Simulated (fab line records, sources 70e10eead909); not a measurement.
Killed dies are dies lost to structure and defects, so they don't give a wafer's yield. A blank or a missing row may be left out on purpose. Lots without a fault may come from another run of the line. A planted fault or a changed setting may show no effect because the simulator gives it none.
fab line records | flow nand_harc
record lots=12 wafers=34 last_day=33
route steps=1302 shown A_SLIT@937 A_WL_FILL@957
lots that met no fault: from a run of the same line without faults
start_h: hours from the record's first day to the start of the lot's first wafer shown | wait_h: hours since the lot's step before | " the same as in the row above | L1.1+2: a row that stands for several wafers | - no value, or no start given | * or withheld: withheld | < > ~ a bound
route shown NAME@n: a module of which the file shows steps, and the number in the route of the first | usual: mean/standard deviation of fault-free wafers | same: alike in all rows | chamber/n: place in a boat | sites: the reading at each site | _std_site: their standard deviation | _edge_site: outer sites' mean less inner sites' | radius_mm: how far each site lies from the wafer's centre | mask NAME#n: copy n | behind: the tool/chamber that last shaped the wafer | hold: why the lot was held/for how many hours/how that ended | device: the transistor (n, p or np) that didn't switch | end of line: the same wafers' tests at the end of the route | a step without rows: its recipe alone | killed: dies lost to structure and defects at the first sort, not the wafer's yield | map: a wafer's dies, x killed, . not, _ none there
set.NAME: the setting as run; set.NAME@STEP: as run at that earlier step | model.NAME: the simulator's own value behind a step, which no gauge read
steps of the route over a sample of lots; a table a step, a row a wafer
services: from which hour (start_h, from the record's first day; less than 0 if before it) a tool's chamber was out of use, for how many hours, and why
## steps
# step NHARC_A_SLIT_ETCH_24
# recipe target_depth_a=1210 time_s=60.5 cf4_flow_sccm=100 chf3_flow_sccm=30 ar_flow_sccm=0 rf_w=500 bias_w=200 chemistry=CF4/CHF3
# usual cf4_flow_sccm=99.9/0.32 drypump_motor_current_A=5.8/0.55 oes_product_au=0.960/0.014 rf_vpp_V=370.5/2.2 showerhead_plenum_p_Torr=1.57/0.058 throttle_valve_pct=16.803/0.0088
# same time_s=60.5
# columns lot.wafer tool chamber start_h wait_h cf4_flow_sccm drypump_motor_current_A oes_product_au rf_hours_counter_h rf_vpp_V showerhead_plenum_p_Torr throttle_valve_pct
L573.4 rie_diel-06 3 470.62 0.1 100.2 6.5 0.970 9.5 367.8 1.49 16.801
L573.3 " 0 " " 99.6 5.8 0.972 9.5 372.7 1.63 16.810
L573.1 " 2 " " 100.0 6.6 0.964 9.0 367.5 1.47 16.802
L577.3 rie_diel-02 0 513.03 0.1 100.0 5.7 0.938 4.8 372.7 1.66 16.792
L577.5 " 0 " " 100.5 5.7 0.962 - 373.5 1.65 16.791
L577.6 " 1 " " 99.8 5.5 0.959 - 368.3 1.52 16.802
L580.1 rie_diel-02 1 523.79 0.1 99.5 5.5 0.969 5.7 369.0 1.52 16.797
L580.3 " 2 " " 100.3 6.6 0.956 5.8 371.3 1.59 16.807
L580.6 " 2 " " 100.0 6.6 0.951 - 372.5 1.59 16.807
L579.4 rie_diel-05 1 525.28 0.1 99.3 5.7 0.953 5.5 369.1 1.52 16.794
L579.3 " 0 " " 100.1 4.8 0.973 6.8 370.0 1.52 16.813
L579.5 " 2 " " 99.4 5.6 0.970 - 371.7 1.62 16.808
L581.1 rie_diel-05 0 561.19 0.1 99.2 4.9 0.979 8.5 367.3 1.52 16.791
L581.4 " 2 " " 99.8 5.6 0.949 7.6 371.1 1.62 16.809
L581.5 " 0 " " 99.7 4.8 0.974 - 369.8 1.52 16.809
L583.3 rie_diel-06 2 561.64 0.1 100.3 6.6 0.959 2.1 367.0 1.47 16.819
L583.6 " 1 " " 99.6 5.9 0.959 - 372.2 1.60 16.802
L583.5 " 2 " " 100.3 6.6 0.960 - 367.4 1.47 16.793
L582.4 rie_diel-02 1 567.75 0.1 99.9 5.5 0.979 7.5 368.9 1.52 16.801
L582.3 " 2 " " 100.0 6.6 0.974 7.9 370.7 1.59 16.814
L582.6 " 1 " " 100.1 5.5 0.969 - 368.6 1.52 16.805
L584.4 rie_diel-05 2 567.98 0.1 99.9 5.6 0.950 8.6 371.9 1.62 16.808
L584.2 " 3 " " 100.4 6.6 0.957 9.6 369.1 1.53 16.804
L584.5 " 3 " " 100.4 6.6 0.950 - 369.8 1.53 16.813
L585.2 rie_diel-02 3 587.34 0.1 100.2 5.8 0.965 0.2 372.0 1.65 16.799
L585.6 " 2 " " 100.5 6.6 0.969 - 371.8 1.59 16.804
L585.5 " 3 " " 100.4 5.7 0.965 - 375.2 1.65 16.820
L591.6 rie_diel-05 0 643.91 0.1 100.1 4.8 0.946 - 370.0 1.51 16.813
L591.5 " 2 " " 100.1 5.5 0.937 - 372.5 1.61 16.787
L594.2 rie_diel-05 2 662.84 0.1 100.4 5.6 0.957 5.0 371.2 1.61 16.799
L594.3 " 0 " " 99.9 4.8 0.969 5.0 366.7 1.51 16.799
L594.5 " 2 " " 99.8 5.6 0.955 - 372.2 1.61 16.800
L595.2 rie_diel-06 0 671.84 0.1 99.8 5.8 0.972 0.0 372.6 1.63 16.810
L595.5 " 0 " " 99.8 5.8 0.974 - 373.7 1.63 16.799
# step NHARC_A_SLIT_STRIP_18
# recipe o2_flow_sccm=500 ar_flow_sccm=0 bias_w=0 chemistry=O2
# usual drypump_motor_current_A=5.9/0.56 oes_product_au=1.001/0.0062 rf_vpp_V=57.6/0.9 showerhead_plenum_p_Torr=3.50/0.14 throttle_valve_pct=17.036/0.0091
# columns lot.wafer tool chamber start_h wait_h drypump_motor_current_A oes_product_au rf_hours_counter_h rf_vpp_V showerhead_plenum_p_Torr throttle_valve_pct
L573.4 rie_diel-06 2 - - 6.6 1.004 9.6 56.8 3.31 17.032
L573.3 " 3 " " 6.5 0.995 10.2 54.6 3.34 17.027
L573.1 " 0 " " 5.8 1.010 10.6 58.2 3.66 17.033
L577.3 rie_diel-06 3 - - 6.5 0.993 1.3 55.1 3.34 17.030
L577.6 " 2 " " 6.6 0.997 - 58.3 3.31 17.043
L577.5 " 3 " " 6.5 0.993 - 58.6 3.34 17.042
L580.1 rie_diel-05 2 - - 5.6 1.006 6.3 57.0 3.62 17.027
L580.3 " 0 " " 4.9 0.996 7.3 57.2 3.40 17.052
L580.6 " 1 " " 5.7 1.004 - 57.0 3.42 17.039
L579.4 rie_diel-02 2 - - 6.6 1.002 6.8 57.5 3.56 17.054
L579.3 " 3 " " 5.8 0.995 6.5 59.0 3.70 17.025
L579.5 " 1 " " 5.5 1.005 - 57.6 3.41 17.031
L581.4 rie_diel-05 3 - - 6.6 0.999 9.5 57.7 3.44 17.033
L581.1 " 1 " " 5.7 0.996 8.1 57.2 3.42 17.033
L581.5 " 0 " " 4.9 1.008 - 57.7 3.40 17.044
L583.3 rie_diel-06 3 - - 6.5 0.998 2.8 56.3 3.34 17.036
L583.5 " 2 " " 6.6 1.009 - 56.5 3.30 17.036
L583.6 " 3 " " 6.5 0.995 - 57.4 3.34 17.050
L582.3 rie_diel-05 1 - - 5.7 1.010 8.7 58.4 3.42 17.032
L582.4 " 2 " " 5.6 1.003 9.7 57.8 3.62 17.038
L582.6 " 2 " " 5.6 0.993 - 57.3 3.62 17.055
L584.4 rie_diel-06 1 - - 5.9 0.995 3.4 57.9 3.59 17.036
L584.2 " 2 " " 6.6 1.000 3.2 57.0 3.30 17.044
L584.5 " 3 " " 6.5 0.994 - 57.1 3.34 17.045
L585.2 rie_diel-06 0 - - 5.8 1.018 3.3 58.2 3.66 17.033
L585.6 " 2 " " 6.6 0.998 - 56.8 3.30 17.040
L585.5 " 3 " " 6.5 0.998 - 56.5 3.34 17.034
L591.6 rie_diel-06 2 - - 6.6 1.005 - 55.7 3.30 17.035
L591.5 " 3 " " 6.5 1.000 - 57.7 3.34 17.024
L594.2 rie_diel-02 3 - - 5.8 1.004 5.6 58.1 3.69 17.051
L594.3 " 1 " " 5.5 1.011 3.5 57.2 3.41 17.033
L594.5 " 0 " " 5.7 1.013 - 59.3 3.70 17.045
L595.2 rie_diel-02 2 - - 6.6 1.016 5.7 57.7 3.56 17.039
L595.5 " 3 " " 5.8 1.004 - 57.5 3.69 17.027
# step NHARC_A_WL_FILL_ETCHBACK_04
# recipe target_depth_a=600 time_s=120 chemistry=NF3
# usual drypump_motor_current_A=5.7/0.53 oes_product_au=1.000/0.0075
# same time_s=120
# columns lot.wafer tool chamber start_h wait_h drypump_motor_current_A oes_product_au rf_hours_counter_h
L573.1 rie_metal-01 1 485.05 0.3 4.8 0.990 1.5
L573.3 " 1 " " 4.8 0.995 -
L573.4 " 0 " " 5.9 1.006 -
L577.3 rie_metal-01 0 529.80 0.2 5.9 1.003 -
L577.6 " 0 " " 5.9 1.003 -
L577.5 " 1 " " 4.8 0.998 -
L580.1 rie_metal-02 1 538.07 0.3 6.4 1.004 1.6
L580.3 " 1 " " 6.4 1.010 -
L580.6 " 0 " " 5.7 0.997 -
L579.4 rie_metal-01 1 541.93 0.3 4.8 0.998 -
L579.3 " 0 " " 5.9 0.999 -
L579.5 " 0 " " 5.9 0.998 -
L583.3 rie_metal-02 1 575.51 0.3 6.4 1.006 -
L583.6 " 0 " " 5.7 0.996 -
L583.5 " 1 " " 6.5 1.006 -
L581.1 rie_metal-03 0 575.52 0.3 6.3 0.988 1.0
L581.4 " 1 " " 5.8 0.984 -
L581.5 " 1 " " 5.9 0.987 -
L584.2 rie_metal-01 1 584.54 0.4 4.8 1.009 0.0
L584.4 " 1 " " 4.8 1.000 -
L584.5 " 0 " " 5.9 1.000 -
L582.3 rie_metal-02 0 584.83 0.3 5.7 1.000 -
L582.4 " 1 " " 6.4 1.017 -
L582.6 " 1 " " 6.3 1.003 -
L585.2 rie_metal-01 0 601.86 0.3 5.9 1.008 0.3
L585.5 " 0 " " 5.9 1.006 -
L585.6 " 1 " " 4.8 0.998 -
L591.5 rie_metal-01 1 658.47 0.2 4.8 0.917 -
L591.6 " 0 " " 5.9 0.926 -
L594.2 rie_metal-01 0 677.06 0.3 5.9 1.007 1.8
L594.3 " 1 " " 4.8 1.003 -
L594.5 " 0 " " 5.9 0.926 -
L595.2 rie_metal-01 0 687.23 0.3 5.9 1.010 2.0
L595.5 " 0 " " 5.8 0.925 -
# step NHARC_A_WL_FILL_ETCHBACK_05
# recipe target_depth_a=220 time_s=60 temp_c=40 chemistry=Cl2/BCl3
# usual drypump_motor_current_A=5.8/0.54 oes_product_au=1.000/0.0085 temp_c=40.00/0.11
# same time_s=60
# columns lot.wafer tool chamber start_h wait_h drypump_motor_current_A oes_product_au rf_hours_counter_h temp_c
L573.1 rie_metal-01 0 485.30 0.2 5.8 1.012 0.9 40.16
L573.3 " 1 " " 4.8 1.008 - 39.95
L573.4 " 0 " " 5.9 0.997 - 40.10
L577.3 rie_metal-01 0 530.00 0.2 5.9 0.997 - 39.94
L577.6 " 0 " " 5.9 0.999 - 40.10
L577.5 " 1 " " 4.8 0.986 - 39.97
L580.1 rie_metal-02 0 538.31 0.2 5.7 0.999 1.7 40.12
L580.3 " 0 " " 5.7 0.994 - 40.04
L580.6 " 1 " " 6.4 1.004 - 39.91
L579.3 rie_metal-01 1 542.13 0.1 4.8 0.996 - 39.99
L579.4 " 0 " " 5.9 0.998 - 39.82
L579.5 " 1 " " 4.8 1.005 - 40.12
L583.3 rie_metal-02 0 575.67 0.1 5.7 0.999 - 39.92
L583.6 " 0 " " 5.7 0.983 - 39.91
L583.5 " 1 " " 6.4 1.001 - 39.88
L581.1 rie_metal-03 0 575.76 0.2 6.2 0.995 1.1 40.19
L581.4 " 0 " " 6.2 1.003 - 40.05
L581.5 " 1 " " 5.8 1.000 - 39.79
L584.2 rie_metal-01 0 584.77 0.2 5.9 0.995 0.1 39.95
L584.4 " 0 " " 5.9 0.987 - 40.01
L584.5 " 1 " " 4.8 0.988 - 40.01
L582.3 rie_metal-02 1 585.02 0.2 6.4 1.001 - 39.89
L582.4 " 0 " " 5.7 1.000 - 40.14
L582.6 " 0 " " 5.7 1.002 - 40.12
L585.2 rie_metal-01 1 602.11 0.2 4.8 0.996 0.4 39.86
L585.6 " 0 " " 5.9 1.019 - 39.99
L585.5 " 1 " " 4.8 1.001 - 40.06
L591.5 rie_metal-01 0 658.62 0.1 5.9 1.010 - 39.86
L591.6 " 1 " " 4.8 0.998 - 40.10
L594.2 rie_metal-01 0 677.30 0.2 5.9 1.007 1.9 40.18
L594.3 " 0 " " 5.9 1.009 - 40.09
L594.5 " 1 " " 4.8 1.007 - 39.99
L595.2 rie_metal-01 1 687.48 0.2 4.8 1.001 2.1 40.22
L595.5 " 0 " " 5.9 1.014 - 40.05
## services
# columns tool chamber start_h hours kind
rie_metal-02 - 454.00 9.0 pm
rie_metal-01 0 463.22 14.4 repair
rie_metal-03 0 463.61 2.0 repair
rie_metal-02 0 465.42 5.9 repair
rie_metal-03 - 469.69 0.3 repair
rie_diel-06 3 480.86 4.8 repair
rie_diel-06 - 484.20 9.0 pm
rie_diel-06 2 503.36 1.5 repair
rie_diel-05 - 508.98 1.0 repair
rie_diel-06 0 518.04 1.4 repair
rie_metal-03 - 519.00 9.0 pm
rie_diel-02 3 525.74 4.6 repair
rie_diel-02 2 569.85 2.4 repair
rie_diel-02 - 570.81 9.0 pm
rie_metal-01 - 575.10 9.0 pm
rie_metal-02 - 576.76 0.5 repair
rie_diel-05 - 583.60 9.0 pm
rie_diel-02 1 584.33 12.7 repair
rie_metal-01 0 606.77 1.5 repair
rie_diel-05 3 621.63 40.0 repair
rie_metal-02 - 631.00 9.0 pm
rie_diel-06 3 636.55 1.4 repair
rie_diel-02 2 637.85 3.3 repair
rie_diel-06 - 661.20 9.0 pm
## key
first_sign step=NHARC_A_WL_FILL_ETCHBACK_04 reading=oes_product_au direction=down sigmas=10 usual=1.000 struck=0.923
effect none on later readings
met_at NHARC_A_WL_FILL_ETCHBACK_04
struck_lots L591,L594,L595
struck_wafers L591.5,L591.6,L594.5,L595.5
tester_left_out L591,L594,L595
not_acting_at NHARC_A_SLIT_ETCH_24,NHARC_A_SLIT_STRIP_18,NHARC_A_WL_FILL_ETCHBACK_05
onset_between 601.86 658.47
fault kind=process_parameter_drift tool=rie_metal-01 chamber=- onset_h=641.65 steps=NHARC_A_WL_FILL_ETCHBACK_04 channel=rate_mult offset=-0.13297 shape=step end_h=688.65 scope=struck_wafers_only
# tester_left_out: of these lots the tester's yield and bins aren't shown, on N5 and GAA mostly nor the transistor test; their killed dies are dies lost to structure and defects alone, not to doping, threshold or leakage, so they don't give the yield
